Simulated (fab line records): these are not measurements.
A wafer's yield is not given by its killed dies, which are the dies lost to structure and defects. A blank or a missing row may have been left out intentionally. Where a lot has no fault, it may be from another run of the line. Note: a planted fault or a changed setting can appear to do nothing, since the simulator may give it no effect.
Split-lot experiment + flow n5 finfet + 21 wafers read from 7 lots, route of 1938 steps

THE SPLIT ITSELF
At N5_PASSIVATION_EXPOSE_07 (exposes mask TV, defocus 0 nm, target cd 3000 nm), the setting dose mj was moved away from the recipe's 22.75 on 8 of the 21 wafers read, by -6.1% to +6.6%. The other wafers ran this setting at the recipe's value.

FROM THE SPLIT TO THE READING: what the file shows between them, 3 steps
- N5_PASSIVATION_PEB_08
- N5_PASSIVATION_DEVELOP_09: develop time 60 s
- N5_PASSIVATION_HARDBAKE_11: time 120 s

THE READING
At N5_PASSIVATION_CD_MEAS_10: cd nm in nanometres, against a target cd of 3000 nm. Fault-free wafers of this fab line usually give 3001.0 nm, standard deviation 2.3 nm.

| wafer  | tool, chamber at the split | dose mj as run | against the recipe | cd nm, nm | against lot-mates on the recipe |
|--------|----------------------------|----------------|--------------------|-----------|---------------------------------|
| L078.1 | krf scanner-01, 0          | 23.67          | +4.0%              | 3008.0    | +10.3                           |
| L078.4 | krf scanner-01, 0          | 22.75          | recipe             | 2997.5    | -                               |
| L078.5 | krf scanner-01, 0          | 22.75          | recipe             | 2997.9    | -                               |
| L079.1 | krf scanner-01, 0          | 22.75          | recipe             | 3000.8    | -                               |
| L079.4 | krf scanner-01, 0          | 24.26          | +6.6%              | 3015.9    | +15.1                           |
| L079.6 | krf scanner-01, 0          | 24.26          | +6.6%              | 3015.9    | +15.1                           |
| L082.2 | krf scanner-01, 0          | 21.36          | -6.1%              | 2989.9    | -16.3                           |
| L082.5 | krf scanner-01, 0          | 22.75          | recipe             | 3006.2    | -                               |
| L082.6 | krf scanner-01, 0          | 21.36          | -6.1%              | 2989.8    | -16.4                           |
| L084.3 | krf scanner-01, 0          | 22.75          | recipe             | 3001.6    | -                               |
| L084.4 | krf scanner-01, 0          | 22.19          | -2.5%              | 2998.8    | -2.8                            |
| L084.5 | krf scanner-01, 0          | 22.19          | -2.5%              | 2994.9    | -6.7                            |
| L089.2 | krf scanner-02, 0          | 22.75          | recipe             | 2996.4    | -                               |
| L089.5 | krf scanner-02, 0          | 22.75          | recipe             | 3000.7    | -                               |
| L089.6 | krf scanner-02, 0          | 22.75          | recipe             | 2995.6    | -                               |
| L088.3 | krf scanner-02, 0          | 22.75          | recipe             | 3005.2    | -                               |
| L088.5 | krf scanner-02, 0          | 22.75          | recipe             | 3000.8    | -                               |
| L088.6 | krf scanner-02, 0          | 22.75          | recipe             | 3002.1    | -                               |
| L090.1 | krf scanner-01, 0          | 24.05          | +5.7%              | 3012.0    | +11.8                           |
| L090.3 | krf scanner-01, 0          | 22.75          | recipe             | 3002.0    | -                               |
| L090.4 | krf scanner-01, 0          | 22.75          | recipe             | 2998.3    | -                               |

THE FIT
A straight line over all 21 wafers: cd nm changes by +1.99 nm for each +1% of dose mj; r = +0.93; the points scatter about the line by 2.8 nm.
The same after taking each lot's own level away (the mean of its wafers on the recipe; 21 wafers): +2.39 nm for each +1%; r = +0.98; scatter 1.7 nm.
On that fit, the largest move of dose mj shifts the reading by 16 nm.
From 2997.57 to 3006.20 nm: that is the span of the lots' own levels, equal to 3.8 times the standard deviation above.
So the lot-to-lot level changes the slope: the two fits differ.
Check: for one of the wafers moved furthest among these (+6.6%), held out of the fit, the line's prediction against its lot-mates is +15.8 nm. It came out at +15.1 nm against them.

FURTHER SPLITS ON THESE WAFERS
These wafers also went through other splits before the reading. Each is held against what the fit with the lots' levels taken away leaves over:
| other split on the same wafers | wafers away from the commonest value | r with cd nm (lot level and that fit taken away) |
|--------------------------------|--------------------------------------|--------------------------------------------------|
| N5_BEOL_M13_SPUTTER_43 power w | 6                                    | +0.18                                            |
| N5_BEOL_M14_SPUTTER_44 time s  | 5                                    | +0.17                                            |
| N5_BEOL_M15_COAT_22 spin rpm   | 8                                    | +0.40                                            |
| N5_BEOL_M15_PEB_26 peb time s  | 6                                    | +0.20                                            |

FILE'S OWN FIT
cd nm changes by +2.36 nm for each +1% of dose mj, r = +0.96.
